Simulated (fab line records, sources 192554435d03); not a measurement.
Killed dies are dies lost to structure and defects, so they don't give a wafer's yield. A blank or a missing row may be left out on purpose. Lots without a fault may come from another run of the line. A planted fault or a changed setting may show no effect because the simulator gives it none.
A struck lot beside a sound one | flow n5_finfet | 15 steps out of a route of 1938
Sound: wafers L204.1, L204.4, L204.5. Struck: wafers L195.1, L195.4, L195.6. The cause comes at the end.
At each step with rows: each side's tool, then ch and its chambers, then its first start. Under that, the readings that differ: sound wafers | struck wafers | difference of the means | sigmas: that difference in standard deviations of wafers without a fault.
alike: readings whose means differ by less than 2 such deviations, and words and numbers that are the same on both sides. not compared: withheld readings, readings that some wafer has no value for, bounds like >300 that may hide the same value, and numbers for which the record gives no deviation and whose values overlap.
The two part at a step that has a row with sigmas, a row that says differs or no value, or rows on one side only. Numbers that don't overlap but have no deviation are shown without sigmas and don't part them. A reading that every wafer of one side lacks parts them only if that side has two wafers or more.

first, 1 step without rows for these wafers: N5_BEOL_M13_HARDBAKE_14 (time 120 s).
N5_BEOL_M13_CD_MEAS_10: target cd 190 nm.
  sound on cd_sem-03 ch 0, day 17 10:28; struck on cd_sem-02 ch 0, day 14 14:49
  alike: cd_nm
N5_BEOL_M13_OVL_MEAS_11:
  sound on overlay-02 ch 0, day 17 10:31; struck on overlay-02 ch 0, day 14 14:51
  alike: V12_OVL
N5_BEOL_M13_INSPECT_12: inspects for defects (macro).
  sound on defect_inspect-01, day 17 10:32; struck on defect_inspect-02, day 14 14:53
  alike: raw_defect_count
N5_BEOL_M13_DESCUM_15: chemistry O2, time 7.9 s.
  sound on rie_diel-03 ch 1,2, day 17 10:34; struck on rie_diel-05 ch 0,1, day 14 14:55
  alike: drypump_motor_current_A, oes_product_au, rf_vpp_V, showerhead_plenum_p_Torr, throttle_valve_pct
  not compared: rf_hours_counter_h
N5_BEOL_M13_ETCH_59: etches BARC in N2/H2, target depth 89 nm, overetch 26.7 nm, time 67.9 s.
  sound on rie_diel-03 ch 1,2, day 17 10:36; struck on rie_diel-05 ch 0,1, day 14 14:57
  alike: bias_w, drypump_motor_current_A, oes_product_au, rf_vpp_V, showerhead_plenum_p_Torr, throttle_valve_pct
  not compared: rf_hours_counter_h
N5_BEOL_M13_VIA_ETCH_16: etches SiOC in C4F8/O2/Ar, target depth 921.7 nm.
  sound on rie_diel-03 ch 1,2, day 17 10:39; struck on rie_diel-05 ch 0,1, day 14 15:00
  alike: bias_w, drypump_motor_current_A, oes_product_au, rf_vpp_V, showerhead_plenum_p_Torr, throttle_valve_pct
N5_BEOL_M13_STRIP_63: strips in N2/H2.
  sound on plasma_asher-01 ch 0,1, day 17 10:53; struck on plasma_asher-01 ch 0,1, day 14 15:14
  alike: drypump_motor_current_A, heater_power_w, oes_product_au, strip_time_to_endpoint_s
  not compared: rf_hours_counter_h
N5_BEOL_M13_STRIP_64: strips in N2/H2.
  sound on plasma_asher-01 ch 0,1, day 17 10:57; struck on plasma_asher-01 ch 0,1, day 14 15:18
  alike: drypump_motor_current_A, heater_power_w, oes_product_au, strip_time_to_endpoint_s
  not compared: rf_hours_counter_h
then, 2 steps without rows for these wafers: N5_BEOL_M13_STRIP_71 (strips in post etch residue remover, time 60 s); N5_BEOL_M13_SRD_72 (time 30 s, dry time 30 s).
N5_BEOL_M13_CD_MEAS_17: target cd 190 nm.
  sound on cd_sem-03, day 17 11:05; struck on cd_sem-02, day 14 15:27
  alike: cd_nm
N5_BEOL_M13_COAT_65: time 60 s, resist thk 350 nm.
  sound on litho_track-05 ch 0, day 17 11:08; struck on litho_track-05 ch 0, day 14 15:29
  reading                  | sound                | struck               | difference | sigmas
  heater_power_total_W (W) | 501.2 502.4 501.6    | 508.2 510.8 512.7    | +8.8       | +5
  plate_temp_C (C)         | 250.07 250.23 250.17 | 253.96 253.83 253.90 | +3.74      | +21
then, 1 step without rows for these wafers: N5_BEOL_M13_COAT_66 (time 60 s, resist thk 110 nm).
N5_PASSIVATION_PROBE_49:
  sound on prober-02, day 18 15:34; struck on prober-02, day 15 23:11
  reading       | sound    | struck | difference | sigmas
  killed_on_rim | 23 19 15 | 8 9 6  | -11        | -3
  alike: defect_limited_yield, killed_at_M0_to_M3, killed_at_M4_up, killed_at_contacts, killed_at_front_end, killed_at_other, killed_dies, killed_open, killed_short, sort_bin_5_function, sort_bin_6_memory, sort_n_pass, sort_yield_pct

WHERE THEY PART
First at N5_BEOL_M13_COAT_65; last, within this record, at N5_PASSIVATION_PROBE_49.

WHY: what the simulator had put in
Process parameter drift: litho_track-05, from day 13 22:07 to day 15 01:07, at N5_BEOL_M13_COAT_65. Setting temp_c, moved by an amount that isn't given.
